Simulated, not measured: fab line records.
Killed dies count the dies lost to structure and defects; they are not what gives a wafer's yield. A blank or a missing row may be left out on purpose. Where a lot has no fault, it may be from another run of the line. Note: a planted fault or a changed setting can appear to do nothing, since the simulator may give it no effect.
Matching of chambers | flow n5-finfet | N5_ILD0_CMP_07 on cmp-04: 4 sister chambers
The step polishes SiO2 flowable, stops on poly-Si, t overpolish 1.18 s, target thk 138.88 nm. 4 wafers are shown with their chamber, then 11 later ones without.

EACH WAFER AND ITS CHAMBER
wafer  | chamber | motor-current-A (A)
L081.2 | 0       | 9.9
L092.2 | 1       | 13.0
L092.5 | 3       | 12.0
L093.3 | 2       | 13.6

WAFERS WITH NO CHAMBER GIVEN
wafer  | motor-current-A (A)
L093.5 | 13.1
L093.6 | 13.7
L095.2 | 13.1
L095.5 | 14.1
L095.6 | 10.1
L096.4 | 12.1
L096.5 | 10.1
L096.6 | 13.6
L097.2 | 13.4
L097.3 | 13.1
L097.6 | 12.8

WHICH CHAMBER EACH WENT THROUGH
wafer  | from the rows above     | in truth
L093.5 | can't be placed: 1 or 2 | 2
L093.6 | 2                       | 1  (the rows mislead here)
L095.2 | can't be placed: 1 or 2 | 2
L095.5 | 2                       | 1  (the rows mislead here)
L095.6 | 0                       | 0
L096.4 | 3                       | 3
L096.5 | 0                       | 0
L096.6 | 2                       | 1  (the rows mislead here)
L097.2 | can't be placed: 2 or 1 | 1
L097.3 | can't be placed: 1 or 2 | 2
L097.6 | 1                       | 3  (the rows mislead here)
Correctly placed: 3 of 11. Can't be placed from these rows: 4 (the true chamber is among the candidates in 4). Placed wrongly: 4.
How it was worked out, from the rows above alone: a wafer's distance from a chamber is the root of the sum, over the readings, of the square of ((its reading less the chamber's mean) divided by the reading's scatter). If the next closest chamber is less than 2 further off than the closest, the wafer can't be placed; otherwise it belongs to the closest. For every chamber, the mean is computed from those of its wafers that are shown. The scatter: root of mean squared gap, hidden wafer to nearest shown wafer, with one shown wafer a chamber.
